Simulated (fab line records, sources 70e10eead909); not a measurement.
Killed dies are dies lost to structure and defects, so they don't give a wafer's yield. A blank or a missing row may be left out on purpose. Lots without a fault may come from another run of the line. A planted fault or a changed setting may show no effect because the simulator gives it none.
fab line records | flow nand_harc
record lots=15 wafers=45 last_day=24
route steps=1159 shown A_CONTACT@948 A_BLC@982
lots that met no fault: from a run of the same line without faults
start_h: hours from the record's first day to the start of the lot's first wafer shown | wait_h: hours since the lot's step before | " the same as in the row above | L1.1+2: a row that stands for several wafers | - no value, or no start given | * or withheld: withheld | < > ~ a bound
route shown NAME@n: a module of which the file shows steps, and the number in the route of the first | usual: mean/standard deviation of fault-free wafers | same: alike in all rows | chamber/n: place in a boat | sites: the reading at each site | _std_site: their standard deviation | _edge_site: outer sites' mean less inner sites' | radius_mm: how far each site lies from the wafer's centre | mask NAME#n: copy n | behind: the tool/chamber that last shaped the wafer | hold: why the lot was held/for how many hours/how that ended | device: the transistor (n, p or np) that didn't switch | end of line: the same wafers' tests at the end of the route | a step without rows: its recipe alone | killed: dies lost to structure and defects at the first sort, not the wafer's yield | map: a wafer's dies, x killed, . not, _ none there
set.NAME: the setting as run; set.NAME@STEP: as run at that earlier step | model.NAME: the simulator's own value behind a step, which no gauge read
steps of the route over a sample of lots; a table a step, a row a wafer
services: from which hour (start_h, from the record's first day; less than 0 if before it) a tool's chamber was out of use, for how many hours, and why
## steps
# step NHARC_A_CONTACT_ETCH_139
# recipe source_w=withheld pressure_mtorr=20 bias_v=400 time_s=137 target_depth_a=5900 ar_flow_sccm=withheld c4f8_flow_sccm=11.5 o2_flow_sccm=7.2 chemistry=C4F8/O2/Ar
# columns lot.wafer tool chamber start_h wait_h rf_hours_counter_h
L784.2 har_cap_etch-01 1 385.51 0.1 61
L784.3 " 1 " " -
L784.6 " 1 " " -
L783.1 har_cap_etch-03 1 387.32 0.1 85
L783.3 " 0 " " -
L783.5 " 1 " " -
L787.2 har_cap_etch-01 0 394.08 0.2 63
L787.5 " 1 " " -
L787.6 " 0 " " -
L785.2 har_cap_etch-02 0 395.95 0.1 15
L785.1 " 1 " " 15
L785.5 " 1 " " -
L788.1 har_cap_etch-02 1 413.11 0.1 17
L788.4 " 1 " " -
L788.6 " 1 " " -
L789.1 har_cap_etch-01 1 421.60 0.1 66
L789.2 " 0 " " 66
L789.6 " 1 " " -
L792.3 har_cap_etch-02 1 430.57 0.1 -
L792.4 " 0 " " -
L792.6 " 0 " " -
L790.1 har_cap_etch-01 0 437.94 0.1 71
L790.3 " 1 " " -
L790.6 " 0 " " -
L793.2 har_cap_etch-03 0 447.03 0.1 95
L793.3 " 0 " " -
L793.6 " 0 " " -
L800.1 har_cap_etch-03 1 477.64 0.1 102
L800.3 " 0 " " -
L800.5 " 1 " " -
L801.2 har_cap_etch-03 0 485.31 0.1 103
L801.1 " 1 " " 103
L801.4 " 0 " " -
L802.2 har_cap_etch-03 0 493.49 0.1 103
L802.1 " 1 " " 103
L802.3 " 1 " " -
L803.1 har_cap_etch-01 1 494.38 0.1 81
L803.3 " 1 " " -
L803.5 " 0 " " -
L806.1 har_cap_etch-01 1 506.80 0.1 83
L806.2 " 0 " " 83
L806.3 " 1 " " -
L805.1 har_cap_etch-03 1 514.46 0.1 108
L805.4 " 0 " " -
L805.5 " 0 " " -
# step NHARC_A_CONTACT_CVD_19
# recipe target_thk_a=3000 temp_c=300 pressure_torr=40 wf6_flow_sccm=40 h2_flow_sccm=1600 ar_flow_sccm=1560 time_s=802 material=W
# usual heater_power_w=439/39 throttle_valve_pct=8.02/0.25
# columns lot.wafer tool chamber start_h wait_h heater_power_w throttle_valve_pct
L784.2 cvd_w-01 1 - - 451 7.89
L784.3 " 0 " " 433 8.05
L784.6 " 0 " " 434 8.03
L783.1 cvd_w-02 0 - - 486 8.06
L783.3 " 0 " " 493 7.81
L783.5 " 0 " " 499 7.98
L787.2 cvd_w-02 1 - - 369 8.02
L787.6 " 0 " " 487 7.85
L787.5 " 1 " " 370 8.12
L785.1 cvd_w-01 1 - - 465 7.94
L785.2 " 0 " " 431 7.98
L785.5 " 1 " " 465 7.61
L788.1 cvd_w-02 0 - - 490 8.15
L788.4 " 1 " " 368 8.44
L788.6 " 0 " " 479 7.83
L789.2 cvd_w-01 1 - - 449 7.81
L789.1 " 0 " " 444 8.19
L789.6 " 1 " " 453 7.95
L792.4 cvd_w-02 0 - - 496 7.86
L792.3 " 1 " " 369 8.43
L792.6 " 1 " " 372 8.49
L790.1 cvd_w-02 0 - - 485 7.76
L790.3 " 1 " " 381 8.32
L790.6 " 1 " " 373 8.34
L793.2 cvd_w-01 0 - - 425 8.07
L793.3 " 1 " " 451 8.04
L793.6 " 0 " " 436 8.18
L800.1 cvd_w-02 0 - - 478 7.88
L800.3 " 0 " " 489 7.95
L800.5 " 1 " " 380 8.32
L801.1 cvd_w-01 1 - - 454 7.93
L801.2 " 0 " " 443 7.86
L801.4 " 1 " " 451 7.94
L802.2 cvd_w-01 0 - - 446 7.89
L802.1 " 1 " " 446 8.24
L802.3 " 1 " " 455 8.23
L803.1 cvd_w-01 1 - - 448 8.00
L803.3 " 0 " " 430 8.12
L803.5 " 1 " " 446 8.04
L806.1 cvd_w-02 0 - - 486 7.74
L806.2 " 1 " " 375 8.40
L806.3 " 1 " " 368 8.81
L805.1 cvd_w-01 0 - - 440 7.80
L805.4 " 0 " " 436 7.80
L805.5 " 0 " " 443 7.94
# step NHARC_A_BLC_STRIP_29
# recipe cf4_flow_sccm=150 ar_flow_sccm=0 bias_w=0 chemistry=CF4
# usual cf4_flow_sccm=150.0/0.44 drypump_motor_current_A=5.7/0.57 oes_product_au=0.997/0.0072 rf_vpp_V=59.6/0.85 showerhead_plenum_p_Torr=1.80/0.062 throttle_valve_pct=13.283/0.0084
# columns lot.wafer tool chamber start_h wait_h cf4_flow_sccm drypump_motor_current_A oes_product_au rf_hours_counter_h rf_vpp_V showerhead_plenum_p_Torr throttle_valve_pct
L784.2 rie_diel-06 1 394.46 0.1 151.0 5.4 1.010 59 59.9 1.85 13.281
L784.3 " 3 " " 149.9 5.4 1.000 59 58.9 1.84 13.299
L784.6 " 2 " " 150.4 5.2 0.995 - 59.3 1.74 13.281
L783.1 rie_diel-10 1 396.78 0.1 149.6 6.4 1.002 3 59.4 1.72 13.278
L783.3 " 2 " " 149.9 6.3 1.002 3 60.3 1.87 13.286
L783.5 " 1 " " 150.0 6.4 1.004 - 60.1 1.72 13.277
L787.2 rie_diel-13 2 401.75 0.1 149.8 5.6 0.990 15 58.8 1.82 13.286
L787.6 " 1 " " 149.4 5.1 0.987 - 60.9 1.86 13.281
L787.5 " 2 " " 149.9 5.6 0.998 - 61.2 1.82 13.281
L785.2 rie_diel-10 1 403.06 0.1 149.1 6.4 1.011 4 60.9 1.72 13.283
L785.1 " 3 " " 150.3 4.9 0.995 4 59.1 1.78 13.267
L785.5 " 1 " " 149.5 6.4 1.006 - 60.5 1.72 13.272
L788.1 rie_diel-13 0 418.65 0.1 150.1 6.1 1.008 18 60.8 1.71 13.270
L788.4 " 2 " " 150.0 5.5 1.002 - 59.8 1.82 13.280
L788.6 " 1 " " 150.0 5.1 1.005 - 60.5 1.86 13.281
L789.1 rie_diel-13 2 426.70 0.1 149.7 5.5 0.999 19 59.5 1.82 13.288
L789.2 " 0 " " 150.2 6.1 1.000 19 60.0 1.71 13.273
L789.6 " 0 " " 149.7 6.1 0.988 - 58.6 1.71 13.270
L792.3 rie_diel-10 0 438.55 0.1 149.4 6.5 0.994 7 59.5 1.86 13.289
L792.4 " 1 " " 150.4 6.4 1.007 8 59.1 1.72 13.279
L792.6 " 0 " " 150.2 6.5 0.991 - 60.0 1.86 13.279
L790.3 rie_diel-10 3 443.16 0.1 150.0 4.9 0.999 9 57.1 1.78 13.274
L790.1 " 0 " " 150.0 6.5 0.988 7 60.4 1.86 13.297
L790.6 " 3 " " 149.7 4.9 0.990 - 59.2 1.78 13.291
L793.2 rie_diel-06 0 455.31 0.1 149.9 6.3 0.992 10 58.9 1.72 13.280
L793.3 " 1 " " 150.2 5.4 0.999 9 59.8 1.85 13.275
L793.6 " 0 " " 149.4 6.3 1.000 - 60.7 1.72 13.274
L800.1 rie_diel-13 2 482.87 0.1 149.5 5.5 1.004 2 59.5 1.82 13.286
L800.3 " 0 " " 150.2 6.1 1.003 2 58.5 1.71 13.283
L800.5 " 2 " " 149.6 5.5 0.985 - 60.2 1.82 13.281
L801.1 rie_diel-13 1 495.98 0.1 151.0 5.1 0.992 4 60.8 1.85 13.267
L801.4 " 2 " " 149.4 5.6 0.991 4 60.0 1.82 13.288
L801.2 " 3 " " 150.3 5.4 0.989 1 60.2 1.87 13.278
L802.1 rie_diel-10 0 500.94 0.1 150.2 6.5 0.996 13 60.2 1.86 13.287
L802.2 " 1 " " 150.3 6.4 1.005 15 58.5 1.72 13.273
L802.3 " 2 " " 149.5 6.3 1.003 14 59.8 1.87 13.290
L803.1 rie_diel-13 3 501.69 0.1 150.5 5.5 0.986 2 60.2 1.87 13.277
L803.3 " 0 " " 149.7 6.1 0.996 5 60.2 1.71 13.288
L803.5 " 3 " " 150.3 5.5 0.983 - 60.7 1.87 13.286
L806.2 rie_diel-13 3 512.14 0.1 150.6 5.4 0.994 4 58.7 1.87 13.286
L806.1 " 0 " " 149.8 6.1 0.996 7 60.1 1.71 13.299
L806.3 " 1 " " 149.6 5.1 0.997 6 60.0 1.85 13.285
L805.1 rie_diel-13 1 519.38 0.1 150.1 5.1 0.995 7 59.3 1.85 13.278
L805.4 " 3 " " 149.3 5.4 0.994 4 58.8 1.87 13.265
L805.5 " 0 " " 150.4 6.1 0.986 - 58.1 1.71 13.290
# step NHARC_A_BLC_CVD_24
# recipe target_thk_a=1500 temp_c=300 pressure_torr=40 wf6_flow_sccm=40 h2_flow_sccm=1600 ar_flow_sccm=1560 time_s=434 material=W
# usual heater_power_w=434/51 throttle_valve_pct=8.11/0.26
# columns lot.wafer tool chamber start_h wait_h heater_power_w throttle_valve_pct
L784.2 cvd_w-02 1 398.22 - 366 8.42
L784.3 " 0 " " 496 7.85
L784.6 " 0 " " 492 7.82
L783.1 cvd_w-02 0 399.84 - 486 7.66
L783.3 " 1 " " 368 7.95
L783.5 " 1 " " 380 8.44
L787.2 cvd_w-02 0 402.74 - 487 7.76
L787.6 " 0 " " 479 7.90
L787.5 " 1 " " 374 8.16
L785.1 cvd_w-02 1 404.05 - 375 8.06
L785.2 " 0 " " 491 7.56
L785.5 " 1 " " 374 8.49
L788.1 cvd_w-02 1 421.69 - 367 8.37
L788.4 " 1 " " 374 8.21
L788.6 " 0 " " 498 7.96
L789.2 cvd_w-02 0 434.35 - 481 7.93
L789.1 " 1 " " 372 8.42
L789.6 " 0 " " 497 7.96
L789.2 cvd_w-02 0 438.88 4.5 490 7.75
L789.1 " 1 " " 366 8.39
L789.6 " 0 " " 469 8.14
L792.4 cvd_w-01 1 439.66 - 456 7.80
L792.3 " 0 " " 435 7.81
L792.6 " 1 " " 454 8.04
L790.1 cvd_w-02 0 444.27 - 481 7.86
L790.3 " 0 " " 487 8.08
L790.6 " 1 " " 363 8.07
L790.1 cvd_w-02 0 444.95 0.6 488 7.72
L790.3 " 0 " " 472 7.85
L790.6 " 1 " " 363 8.24
L793.2 cvd_w-02 1 460.80 - 375 8.43
L793.3 " 0 " " 488 8.01
L793.6 " 1 " " 374 8.42
L793.2 cvd_w-02 1 464.05 3.2 372 8.43
L793.3 " 0 " " 489 8.07
L793.6 " 1 " " 373 8.62
L800.1 cvd_w-01 0 491.62 - 438 7.83
L800.3 " 1 " " 452 8.08
L800.5 " 0 " " 440 7.75
L801.2 cvd_w-01 0 499.52 - 451 7.76
L801.1 " 1 " " 453 8.00
L801.4 " 1 " " 450 7.95
L802.1 cvd_w-01 0 503.31 - 434 7.91
L802.2 " 1 " " 452 7.78
L802.3 " 1 " " 439 7.92
L803.1 cvd_w-02 1 503.45 - 370 8.62
L803.3 " 1 " " 373 8.52
L803.5 " 1 " " 377 8.28
L806.2 cvd_w-02 0 513.10 - 484 8.02
L806.1 " 1 " " 384 8.37
L806.3 " 1 " " 374 8.60
L805.1 cvd_w-02 0 524.47 - 489 7.79
L805.4 " 1 " " 374 8.71
L805.5 " 0 " " 484 8.05
# step NHARC_A_BLC_CMP_25
# recipe t_overpolish_s=30 target_thk_nm=150
# usual motor_current_A=11.8/1.3 overpolish_run_s=29.999/0.0095 slurry_filter_dp_kPa=13.52/0.12 time_to_endpoint_s=29.5/2
# columns lot.wafer tool chamber start_h wait_h motor_current_A overpolish_run_s slurry_filter_dp_kPa time_to_endpoint_s
L784.2 cmp-02 0 398.78 0.5 9.3 29.993 13.55 28.2
L784.3 " 1 " " 10.8 30.013 13.50 28.1
L784.6 " 3 " " 12.7 29.999 13.48 30.0
L783.1 cmp-02 2 400.40 0.5 13.5 30.005 13.21 30.3
L783.3 " 0 " " 9.9 29.988 13.51 32.9
L783.5 " 2 " " 12.5 29.988 13.45 31.2
L787.2 cmp-01 0 403.32 0.5 10.9 29.997 13.38 28.9
L787.6 " 2 " " 11.2 30.006 13.59 26.4
L787.5 " 3 " " 13.1 30.002 13.63 29.3
L785.2 cmp-04 0 404.57 0.4 12.9 29.996 13.61 29.6
L785.1 " 3 " " 11.0 29.993 13.39 30.3
L785.5 " 0 " " 12.3 29.986 13.61 29.2
L788.4 cmp-02 2 422.15 0.2 13.5 29.988 13.55 29.8
L788.1 " 0 " " 9.7 29.990 13.72 27.3
L788.6 " 2 " " 13.5 29.994 13.53 29.9
L789.2 cmp-01 3 439.52 0.6 14.1 30.006 13.41 60.6
L789.1 " 0 " " 11.3 30.012 13.33 61.9
L789.6 " 1 " " 12.2 29.993 13.57 61.0
L792.4 cmp-04 2 440.09 0.4 11.2 30.014 13.38 33.2
L792.3 " 3 " " 10.6 30.000 13.35 32.7
L792.6 " 0 " " 11.6 30.014 13.60 29.3
L790.3 cmp-04 0 445.46 0.3 12.0 29.999 13.40 60.2
L790.1 " 3 " " 11.1 29.986 13.60 60.3
L790.6 " 1 " " 10.1 29.994 13.41 61.9
L793.3 cmp-02 1 464.62 0.4 11.4 29.992 13.42 57.9
L793.2 " 2 " " 13.8 29.983 13.48 57.1
L793.6 " 0 " " 9.8 30.002 13.38 58.6
L800.3 cmp-04 2 492.08 0.3 11.2 29.997 13.48 28.7
L800.1 " 0 " " 12.4 30.009 13.58 28.8
L800.5 " 3 " " 11.1 29.995 13.59 29.6
L801.4 cmp-02 1 500.06 0.2 11.0 29.998 13.52 28.0
L801.1 " 2 " " 13.4 30.000 13.60 28.7
L801.2 " 3 " " 13.0 30.006 13.60 28.8
L802.1 cmp-02 0 503.83 0.5 9.3 29.999 13.38 30.2
L802.2 " 2 " " 13.9 30.014 13.48 31.1
L802.3 " 3 " " 13.3 29.989 13.48 32.0
L803.1 cmp-01 1 503.90 0.4 12.3 29.993 13.49 28.5
L803.3 " 3 " " 12.9 30.000 13.52 27.7
L803.5 " 2 " " 11.2 30.004 13.53 28.1
L806.2 cmp-02 3 513.63 0.5 12.4 29.980 13.54 29.5
L806.3 " 0 " " 9.8 29.994 13.55 29.2
L806.1 " 1 " " 10.8 29.994 13.53 28.7
L805.4 cmp-04 1 525.00 0.2 10.9 30.021 13.32 25.7
L805.1 " 3 " " 11.6 29.998 13.59 27.5
L805.5 " 1 " " 10.7 30.005 13.45 26.9
## services
# columns tool chamber start_h hours kind
cmp-04 - 368.98 6.3 repair
cvd_w-02 - 376.55 13.0 pm
cvd_w-02 0 376.55 13.0 vent_cycle
cvd_w-02 1 376.55 13.0 vent_cycle
cmp-01 - 381.20 4.0 pm
cvd_w-02 0 389.55 - clean
cmp-04 - 399.29 4.0 pm
rie_diel-06 1 400.58 29.1 repair
cmp-04 - 411.00 3.1 repair
cmp-01 - 416.27 18.0 repair
rie_diel-06 - 418.20 9.0 pm
cmp-02 - 424.13 4.0 pm
rie_diel-10 0 427.08 6.7 repair
rie_diel-13 - 453.00 9.0 pm
rie_diel-10 2 457.66 3.5 repair
rie_diel-06 2 462.53 3.9 repair
cmp-02 - 466.07 0.6 repair
cmp-01 - 476.37 1.1 repair
cvd_w-01 - 477.80 13.0 pm
cmp-01 - 479.20 4.0 pm
rie_diel-10 2 480.05 3.0 repair
cmp-04 - 497.29 4.0 pm
cmp-04 - 502.90 1.0 repair
cmp-02 - 515.76 2.2 repair
## key
first_sign step=NHARC_A_BLC_CVD_24 reading=visit direction=added
effect step=NHARC_A_BLC_CMP_25 reading=time_to_endpoint_s direction=up sigmas=15 usual=* struck=*
met_at NHARC_A_BLC_CVD_24
struck_lots L789,L790,L793
sort_left_out L789.1,L789.2,L789.6,L790.1,L790.3,L790.6,L793.2,L793.3,L793.6
tester_left_out L789,L790,L793
not_acting_at NHARC_A_CONTACT_ETCH_139,NHARC_A_CONTACT_CVD_19,NHARC_A_BLC_STRIP_29
fault kind=repeated_step_whole tool=cvd_w-01,cvd_w-02 chamber=- onset_h=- steps=NHARC_A_BLC_CVD_24 times=1 scope=struck_lots_only
# tester_left_out: of these lots the tester's yield and bins aren't shown, on N5 and GAA mostly nor the transistor test; their killed dies are dies lost to structure and defects alone, not to doping, threshold or leakage, so they don't give the yield
# sort_left_out: the simulated sort isn't trusted on such a fault, so these wafers' sort isn't shown, and their yield isn't known
